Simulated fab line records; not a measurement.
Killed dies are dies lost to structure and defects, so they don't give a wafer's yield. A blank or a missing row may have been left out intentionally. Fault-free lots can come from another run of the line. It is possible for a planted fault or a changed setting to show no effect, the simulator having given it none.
The tool behind it: which one? / flow n5-finfet / 9 lots with 27 wafers sampled at 5 steps, on a route of 1938 steps

## WHAT EACH GAUGE READ, for each wafer
N5_BEOL_M4_RC_MEAS_101.
lot=L408; measured=day 8 20:34; on=prober-01; IOFF_N_LONG (nA/um)=5.54e-05 5.33e-05 5.25e-05
lot=L411; measured=day 11 00:43; on=prober-02; IOFF_N_LONG (nA/um)=5.28e-05 5.3e-05 5.37e-05
lot=L412; measured=day 11 03:40; on=prober-01; IOFF_N_LONG (nA/um)=5.38e-05 5.15e-05 5.15e-05
lot=L414; measured=day 11 08:01; on=prober-01; IOFF_N_LONG (nA/um)=0.0003357 5.9e-05 5.91e-05
lot=L415; measured=day 11 09:36; on=prober-01; IOFF_N_LONG (nA/um)=0.000112 5.91e-05 0.0001402
lot=L418; measured=day 11 17:31; on=prober-01; IOFF_N_LONG (nA/um)=5.8e-05 5.79e-05 5.78e-05
lot=L422; measured=day 13 04:14; on=prober-01; IOFF_N_LONG (nA/um)=5.74e-05 5.83e-05 5.63e-05
lot=L425; measured=day 13 21:27; on=prober-02; IOFF_N_LONG (nA/um)=5.21e-05 5.19e-05 5.26e-05
lot=L426; measured=day 14 07:34; on=prober-01; IOFF_N_LONG (nA/um)=5.72e-05 5.85e-05 5.79e-05

## WHICH TOOL RAN EACH LOT (tool, then ch and the chambers of the sampled wafers, then the start)
lot=L408; N5_HKMG_FIN_ETCH_54=rie-diel-03 ch 0,2,3, day 5 08:40; N5_HKMG_FIN_ETCH_58=rie-diel-03 ch 0,2,3, day 5 08:56; N5_HKMG_FIN_ALD_79=ald-metal-03 ch 0,3, day 5 10:08; N5_HKMG_FIN_CVD_62=thermal-cvd-si-01 ch 0,1,2, day 5 10:30
lot=L411; N5_HKMG_FIN_ETCH_54=rie-diel-04 ch 2,3, day 6 03:02; N5_HKMG_FIN_ETCH_58=rie-diel-04 ch 2,3, day 6 03:17; N5_HKMG_FIN_ALD_79=ald-metal-04 ch 0,1,2, day 6 04:26; N5_HKMG_FIN_CVD_62=thermal-cvd-si-02 ch 0,2, day 6 04:47
lot=L412; N5_HKMG_FIN_ETCH_54=rie-diel-03 ch 1,2,3, day 6 05:50; N5_HKMG_FIN_ETCH_58=rie-diel-03 ch 1,2,3, day 6 06:05; N5_HKMG_FIN_ALD_79=ald-metal-02 ch 1,2,3, day 6 07:16; N5_HKMG_FIN_CVD_62=thermal-cvd-si-01 ch 0,2, day 6 07:38
lot=L414; N5_HKMG_FIN_ETCH_54=rie-diel-03 ch 0,3, day 6 20:16; N5_HKMG_FIN_ETCH_58=rie-diel-03 ch 0,3, day 6 20:31; N5_HKMG_FIN_ALD_79=ald-metal-03 ch 1,2,3, day 6 21:46; N5_HKMG_FIN_CVD_62=thermal-cvd-si-01 ch 0,1,2, day 6 22:00
lot=L415; N5_HKMG_FIN_ETCH_54=rie-diel-03 ch 1,2,3, day 7 02:28; N5_HKMG_FIN_ETCH_58=rie-diel-03 ch 1,2,3, day 7 02:44; N5_HKMG_FIN_ALD_79=ald-metal-04 ch 0,1,3, day 7 03:47; N5_HKMG_FIN_CVD_62=thermal-cvd-si-02 ch 0,1, day 7 04:10
lot=L418; N5_HKMG_FIN_ETCH_54=rie-diel-05 ch 0,1,3, day 8 00:16; N5_HKMG_FIN_ETCH_58=rie-diel-05 ch 0,1,3, day 8 00:32; N5_HKMG_FIN_ALD_79=ald-metal-04 ch 0,1, day 8 01:36; N5_HKMG_FIN_CVD_62=thermal-cvd-si-01 ch 0,2, day 8 01:58
lot=L422; N5_HKMG_FIN_ETCH_54=rie-diel-04 ch 0,1,2, day 8 20:26; N5_HKMG_FIN_ETCH_58=rie-diel-04 ch 0,1,2, day 8 20:41; N5_HKMG_FIN_ALD_79=ald-metal-04 ch 1,3, day 8 21:50; N5_HKMG_FIN_CVD_62=thermal-cvd-si-01 ch 0,1,2, day 8 22:12
lot=L425; N5_HKMG_FIN_ETCH_54=rie-diel-04 ch 1,2,3, day 9 12:47; N5_HKMG_FIN_ETCH_58=rie-diel-04 ch 1,2,3, day 9 13:02; N5_HKMG_FIN_ALD_79=ald-metal-03 ch 0,1,2, day 9 14:07; N5_HKMG_FIN_CVD_62=thermal-cvd-si-02 ch 1,2, day 9 14:28
lot=L426; N5_HKMG_FIN_ETCH_54=rie-diel-04 ch 0,2, day 9 17:40; N5_HKMG_FIN_ETCH_58=rie-diel-04 ch 0,2, day 9 17:56; N5_HKMG_FIN_ALD_79=ald-metal-02 ch 0,1,3, day 9 19:00; N5_HKMG_FIN_CVD_62=thermal-cvd-si-01 ch 0,1,2, day 9 19:22
- N5_HKMG_FIN_ETCH_54: etches SiARC in CF4, target depth 45.5 nm, time 75.8 s.
- N5_HKMG_FIN_ETCH_58: etches SOC in N2/H2, target depth 215.8 nm, time 741 s.
- N5_HKMG_FIN_ALD_79: deposits TiN, target thk 1.5 nm, pulse time 1 s, purge time 3 s.
- N5_HKMG_FIN_CVD_62: deposits a-Si from Si2H6, target thk 3 nm, time 20.8 s.

## THE ANSWER, worked out from the rows above alone
Rule: usual is defined by the lots themselves. Put in order of their means at a reading, lots are off if they are a third of the lots or fewer, leave a main group of 4 or more, and stand apart from it by a gap of 3 or more times the standard deviation of the main group's means; of several such gaps the widest counts. A main group is skipped when, at the precision printed for the reading in the tables above, its means are all equal. A lot without any number at a reading at which 4 lots or more have one is off too. All remaining lots with rows at the step are treated as sound.
Off: at N5_BEOL_M4_RC_MEAS_101 (IOFF_N_LONG), L414, L415. Mean 5.49e-05 nA/um and standard deviation 2.5e-06 in the main group.
A tool fits if, at a process step before that reading, it ran every lot that is off, and no sound lot after the first of them. The gauges at N5_BEOL_M4_RC_MEAS_101 are tried like those tools. One fits: N5_HKMG_FIN_ETCH_54 and N5_HKMG_FIN_ETCH_58 on rie-diel-03. At N5_HKMG_FIN_ETCH_54 its last sound lot is L412 (day 6 05:50), its first lot that is off L414 (day 6 20:16): a fault that began between those two fits.

## WHAT THE SIMULATOR HAD PUT IN
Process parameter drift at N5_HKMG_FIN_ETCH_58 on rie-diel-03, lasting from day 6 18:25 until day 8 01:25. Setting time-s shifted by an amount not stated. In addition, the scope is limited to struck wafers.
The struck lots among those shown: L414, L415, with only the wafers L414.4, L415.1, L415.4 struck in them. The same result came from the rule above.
